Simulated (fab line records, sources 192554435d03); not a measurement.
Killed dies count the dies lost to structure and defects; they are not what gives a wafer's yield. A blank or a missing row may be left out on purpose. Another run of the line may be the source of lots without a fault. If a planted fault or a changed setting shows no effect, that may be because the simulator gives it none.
Split-lot trial	flow n5-finfet	on a route of 1938 steps: 7 lots, 39 wafers read

SPLIT DETAILS
At N5_DUMMY_GATE_CVD_03 (deposits a-Si from SiH4, target thk 150 nm, time 8042 s), the setting target-thk-a was moved away from the recipe's 1500 angstrom on 24 of the 39 wafers read, by -55.6% to +55.3%. The other wafers ran this setting at the recipe's value.

Reading taken at the split's own step.

THE READING
a-Si_of_DUMMY_GATE_CVD_03.thk-nm (the simulator's own value, which no gauge read), in nm, at N5_DUMMY_GATE_CVD_03 (deposits a-Si from SiH4, target thk 150 nm, time 8042 s). There is no usual value for it anywhere in the file. The 15 wafers here that ran the recipe average 150.1 nm, standard deviation 1.1 nm.

wafer	tool, chamber at the split	target-thk-a as run, angstrom	against the recipe	a-Si_of_DUMMY_GATE_CVD_03.thk-nm, nm	against lot-mates on the recipe
L076.1	-, -	665.7	-55.6%	69.2	no lot-mate on the recipe
L076.2	-, -	665.7	-55.6%	68.8	no lot-mate on the recipe
L076.6	-, -	665.7	-55.6%	68.8	no lot-mate on the recipe
L076.3	-, -	665.7	-55.6%	69.4	no lot-mate on the recipe
L076.4	-, -	665.7	-55.6%	68.4	no lot-mate on the recipe
L076.5	-, -	665.7	-55.6%	68.2	no lot-mate on the recipe
L078.1	-, -	1500	recipe	149.8	-
L078.5	-, -	1500	recipe	149.8	-
L078.2	-, -	1500	recipe	148.8	-
L078.3	-, -	1500	recipe	148.8	-
L078.4	-, -	1500	recipe	149	-
L078.6	-, -	1500	recipe	148.6	-
L080.1	-, -	2330	+55.3%	233.2	no lot-mate on the recipe
L080.5	-, -	2330	+55.3%	233.2	no lot-mate on the recipe
L080.6	-, -	2330	+55.3%	233.2	no lot-mate on the recipe
L080.2	-, -	2330	+55.3%	233.8	no lot-mate on the recipe
L080.3	-, -	2330	+55.3%	233	no lot-mate on the recipe
L080.4	-, -	2330	+55.3%	233.6	no lot-mate on the recipe
L089.1	-, -	1500	recipe	152.2	-
L089.2	-, -	1500	recipe	150.2	-
L089.3	-, -	1500	recipe	151.6	-
L089.4	-, -	1500	recipe	149.6	-
L089.5	-, -	1500	recipe	149.8	-
L089.6	-, -	1500	recipe	151	-
L091.3	lpcvd-02, 1/75,1/84	1500	recipe	151	-
L091.5	lpcvd-02, 1/75,1/84	1500	recipe	151	-
L091.4	lpcvd-02, 1/79	1500	recipe	150.6	-
L093.1	-, -	893.6	-40.4%	90.6	no lot-mate on the recipe
L093.2	-, -	893.6	-40.4%	91.2	no lot-mate on the recipe
L093.3	-, -	893.6	-40.4%	90.8	no lot-mate on the recipe
L093.4	-, -	893.6	-40.4%	92.2	no lot-mate on the recipe
L093.5	-, -	893.6	-40.4%	91.4	no lot-mate on the recipe
L093.6	-, -	893.6	-40.4%	93	no lot-mate on the recipe
L095.1	-, -	1267	-15.5%	126.4	no lot-mate on the recipe
L095.4	-, -	1267	-15.5%	126.4	no lot-mate on the recipe
L095.2	-, -	1267	-15.5%	127.6	no lot-mate on the recipe
L095.3	-, -	1267	-15.5%	127.2	no lot-mate on the recipe
L095.5	-, -	1267	-15.5%	126.2	no lot-mate on the recipe
L095.6	-, -	1267	-15.5%	127	no lot-mate on the recipe
When a row names more than one chamber, that row covers several wafers, and the file does not tell which wafer ran in which chamber.

THE FIT
A straight line over all 39 wafers: a-Si_of_DUMMY_GATE_CVD_03.thk-nm changes by +1.48 nm for each +1% of target-thk-a; r = +1.00; the points scatter about the line by 1 nm.
Too few moved wafers with a lot-mate on the recipe to fit a line net of each lot's own level.

THE FILE'S OWN FIT
a-Si_of_DUMMY_GATE_CVD_03.thk-nm changes by +1.48 nm for each +1% of target-thk-a, r = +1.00.
